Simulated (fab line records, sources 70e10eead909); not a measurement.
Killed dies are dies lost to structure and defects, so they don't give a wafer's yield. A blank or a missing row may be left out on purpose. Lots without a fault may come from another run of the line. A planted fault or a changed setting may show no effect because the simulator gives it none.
Which tool did it? | flow nand_harc | 13 lots, 39 wafers sampled, at 5 steps of a route of 1302

WHAT THE GAUGES READ, wafer by wafer
NHARC_END_SORT_01. Usual: killed_at_array 59, standard deviation 20; killed_at_other 0.8, standard deviation 1.2; killed_at_periphery 3.5, standard deviation 2.2; killed_dies 63, standard deviation 20; killed_open 3.3, standard deviation 1.8; killed_short 2.6, standard deviation 1.7.
lot  | measured     | on        | killed_at_array | killed_at_other | killed_at_periphery | killed_dies | killed_open | killed_short | flag
L517 | day 29 21:08 | prober-01 | 39 35 125       | 1 0 1           | 3 4 1               | 43 39 127   | 2 6 2       | 1 2 1        |

WHICH TOOL RAN EACH LOT (tool, then ch and the chambers of the sampled wafers, then the start)
lot  | NHARC_A_STAIRCASE_STRIP_171          | NHARC_THIN_TSV_STRIP_45              | NHARC_THIN_TSV_DEP_47           | NHARC_THIN_TSV_PRE_CLEAN_54
L504 | plasma_asher-01 ch 0,1, day 15 03:40 | plasma_asher-01 ch 0,1, day 23 10:50 | pecvd-01 ch 0,2, day 23 11:43   | pvd_sputter-03, day 23 15:04
L505 | plasma_asher-02 ch 0,1, day 15 21:44 | plasma_asher-02 ch 0,1, day 24 01:16 | pecvd-01 ch 0,1,2, day 24 02:04 | pvd_sputter-02, day 24 05:15
L507 | plasma_asher-01 ch 0, day 17 02:40   | plasma_asher-01 ch 0, day 25 02:13   | pecvd-01 ch 1,2, day 25 02:59   | pvd_sputter-02, day 25 06:12
L508 | plasma_asher-02 ch 0,1, day 17 02:53 | plasma_asher-01 ch 0,1, day 25 03:45 | pecvd-04 ch 0,2, day 25 04:32   | pvd_sputter-03, day 25 07:35
L509 | plasma_asher-01 ch 0,1, day 17 20:14 | plasma_asher-02 ch 0,1, day 26 14:19 | pecvd-02 ch 0,1,2, day 26 15:10 | pvd_sputter-03, day 26 18:05
L510 | plasma_asher-01 ch 0,1, day 18 02:01 | plasma_asher-02 ch 0,1, day 26 13:20 | pecvd-02 ch 0,1, day 26 14:03   | pvd_sputter-02, day 26 17:04
L512 | plasma_asher-02 ch 0,1, day 19 06:45 | plasma_asher-02 ch 0,1, day 27 04:44 | pecvd-04 ch 0,2, day 27 05:34   | pvd_sputter-02, day 27 08:34
L513 | plasma_asher-02 ch 0,1, day 19 13:52 | plasma_asher-01 ch 1, day 27 12:42   | pecvd-02 ch 0,1, day 27 13:31   | pvd_sputter-01, day 27 16:30
L514 | plasma_asher-01 ch 0, day 20 04:59   | plasma_asher-01 ch 0,1, day 28 08:46 | pecvd-04 ch 0,1,2, day 28 09:40 | pvd_sputter-03, day 28 12:34
L517 | plasma_asher-02 ch 0,1, day 21 10:49 | plasma_asher-01 ch 0,1, day 29 07:03 | pecvd-02 ch 0,2, day 29 07:51   | pvd_sputter-02, day 29 10:47
L525 | plasma_asher-02 ch 1, day 24 15:07   | plasma_asher-01 ch 0,1, day 32 19:47 | pecvd-04 ch 0,2, day 32 20:38   | pvd_sputter-02, day 32 23:38
L526 | plasma_asher-01 ch 0,1, day 24 19:26 | plasma_asher-01 ch 0,1, day 33 13:08 | pecvd-04 ch 0,1, day 33 13:53   | pvd_sputter-03, day 33 17:22
L527 | plasma_asher-01 ch 0,1, day 25 23:47 | plasma_asher-01 ch 0,1, day 34 07:01 | pecvd-02 ch 0,1, day 34 07:49   | pvd_sputter-03, day 34 11:02
- NHARC_A_STAIRCASE_STRIP_171: strips in O2.
- NHARC_THIN_TSV_STRIP_45: strips in O2.
- NHARC_THIN_TSV_DEP_47: deposits SiO2, target thk 200 nm.
- NHARC_THIN_TSV_PRE_CLEAN_54: time 30 s.

WHAT THE TOOLS THEMSELVES READ (means of the sampled wafers that have a number; where no wafer has one, the mark that the record gives instead)
NHARC_A_STAIRCASE_STRIP_171. Usual: drypump_motor_current_A 6.1 A, standard deviation 0.61; heater_power_w 351 W, standard deviation 34.
lot  | tool            | drypump_motor_current_A (A) | heater_power_w (W) | flag
L504 | plasma_asher-01 | 6.6                         | 368                |
L505 | plasma_asher-02 | 5.9                         | 320                |
L507 | plasma_asher-01 | 6.6                         | 379                |
L508 | plasma_asher-02 | 5.5                         | 338                |
L509 | plasma_asher-01 | 6.5                         | 379                |
L510 | plasma_asher-01 | 6.5                         | 375                |
L512 | plasma_asher-02 | 5.9                         | 313                |
L513 | plasma_asher-02 | 5.5                         | 339                |
L514 | plasma_asher-01 | 6.7                         | 392                |
L517 | plasma_asher-02 | 5.5                         | 330                |
L525 | plasma_asher-02 | 6.3                         | 297                |
L526 | plasma_asher-01 | 6.5                         | 394                |
L527 | plasma_asher-01 | 6.5                         | 381                |

NHARC_THIN_TSV_STRIP_45. Usual: drypump_motor_current_A 6.2 A, standard deviation 0.55; heater_power_w 363 W, standard deviation 35.
lot  | tool            | drypump_motor_current_A (A) | heater_power_w (W) | flag
L504 | plasma_asher-01 | 6.6                         | 381                |
L505 | plasma_asher-02 | 5.8                         | 312                |
L507 | plasma_asher-01 | 6.6                         | 380                |
L508 | plasma_asher-01 | 6.5                         | 391                |
L509 | plasma_asher-02 | 5.9                         | 325                |
L510 | plasma_asher-02 | 5.9                         | 322                |
L512 | plasma_asher-02 | 5.5                         | 335                |
L513 | plasma_asher-01 | 6.4                         | 401                |
L514 | plasma_asher-01 | 6.5                         | 394                |
L517 | plasma_asher-01 | 6.5                         | 390                |
L525 | plasma_asher-01 | 6.5                         | 384                |
L526 | plasma_asher-01 | 6.6                         | 374                |
L527 | plasma_asher-01 | 6.5                         | 385                |

NHARC_THIN_TSV_DEP_47. Usual: throttle_valve_pct 15.9 %, standard deviation 0.52.
lot  | tool     | throttle_valve_pct (%) | flag
L504 | pecvd-01 | 16.1                   |
L505 | pecvd-01 | 15.5                   |
L507 | pecvd-01 | 15.6                   |
L508 | pecvd-04 | 15.4                   |
L509 | pecvd-02 | 16.1                   |
L510 | pecvd-02 | 16.1                   |
L512 | pecvd-04 | 15.5                   |
L513 | pecvd-02 | 16.1                   |
L514 | pecvd-04 | 15.4                   |
L517 | pecvd-02 | 16.1                   |
L525 | pecvd-04 | 15.5                   |
L526 | pecvd-04 | 15.9                   |
L527 | pecvd-02 | 16.1                   |

NHARC_THIN_TSV_PRE_CLEAN_54. Usual: heater_power_w 422 W, standard deviation 41.
lot  | tool           | heater_power_w (W) | flag
L504 | pvd_sputter-03 | 422                |
L505 | pvd_sputter-02 | 435                |
L507 | pvd_sputter-02 | 407                |
L508 | pvd_sputter-03 | 441                |
L509 | pvd_sputter-03 | 437                |
L510 | pvd_sputter-02 | 412                |
L512 | pvd_sputter-02 | 418                |
L513 | pvd_sputter-01 | 422                |
L514 | pvd_sputter-03 | 427                |
L517 | pvd_sputter-02 | 417                |
L525 | pvd_sputter-02 | 452                |
L526 | pvd_sputter-03 | 445                |
L527 | pvd_sputter-03 | 467                |

THE ANSWER, worked out from the rows above alone
Rule: a lot is off if the mean of its wafers that have a number lies more than 3 standard deviations from the usual mean. A lot without any number at a reading at which 4 lots or more have one is off too. The other lots that the step has rows for count as sound. The gauges are gone through in route order, then the tools' own readings, and for those a lot's mean is taken as printed above. The first step at which some lot is off is used, and at that step the reading that is off furthest; a lot without a number counts as furthest.
No lot is off at any reading shown: from this, nothing can be told.

WHAT THE SIMULATOR HAD PUT IN
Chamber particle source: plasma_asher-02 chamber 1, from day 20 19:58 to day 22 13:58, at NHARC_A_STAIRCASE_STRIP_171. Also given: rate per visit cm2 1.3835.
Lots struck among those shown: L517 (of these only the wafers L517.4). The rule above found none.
